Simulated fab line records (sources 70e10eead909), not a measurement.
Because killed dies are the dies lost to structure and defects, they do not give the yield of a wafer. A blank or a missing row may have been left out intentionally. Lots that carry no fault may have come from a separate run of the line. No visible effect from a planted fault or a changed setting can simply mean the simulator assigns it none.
Chamber matching    flow nand harc    rie si-04 running NHARC_P_ZERO_WELL_ETCH_63: 4 sister chambers
The step etches the open film in HBr/Cl2, target depth 120 nm, time 40.1 s. 8 wafers are shown with their chamber, then 7 later ones without.

## WAFERS PAIRED WITH THEIR CHAMBERS
wafer   chamber  oes product au (a.u.)  throttle valve pct (%)
L401.1  3        1.004                  26.402
L401.5  2        1.020                  26.401
L403.3  2        1.014                  26.414
L405.1  1        1.005                  26.387
L405.2  0        1.008                  26.405
L405.3  3        1.010                  26.403
L420.1  0        0.988                  26.405
L420.4  1        0.990                  26.410

## WAFERS WHOSE CHAMBER IS MISSING
wafer   oes product au (a.u.)  throttle valve pct (%)
L420.6  0.997                  26.415
L422.1  1.004                  26.413
L422.2  1.001                  26.394
L422.4  0.998                  26.412
L423.2  0.995                  26.413
L423.3  0.999                  26.400
L423.4  1.009                  26.406

## THE CHAMBER EACH PASSED THROUGH
wafer   from the rows above                in truth
L420.6  can't be placed: 0 or 3 or 1 or 2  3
L422.1  can't be placed: 0 or 3 or 2 or 1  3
L422.2  can't be placed: 1 or 3 or 0 or 2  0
L422.4  can't be placed: 0 or 3 or 1 or 2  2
L423.2  can't be placed: 0 or 1 or 3 or 2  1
L423.3  can't be placed: 1 or 0 or 3 or 2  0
L423.4  can't be placed: 3 or 2 or 0 or 1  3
0 of 7 placed correctly. Unplaceable from these rows: 7, with the true chamber sitting among the candidates in 7. Number placed wrongly: 0.
How it was worked out, from the rows above alone: a wafer's distance from a chamber is the root of the sum, over the readings, of the square of ((its reading less the chamber's mean) divided by the reading's scatter). The wafer belongs to the nearest chamber; if the next one is less than 2 further off, it can't be placed. Each chamber's mean is taken over the wafers shown for it. The scatter: the root of (the sum of the squares of (reading less its chamber's mean) over the shown wafers, divided by (wafers less chambers)).
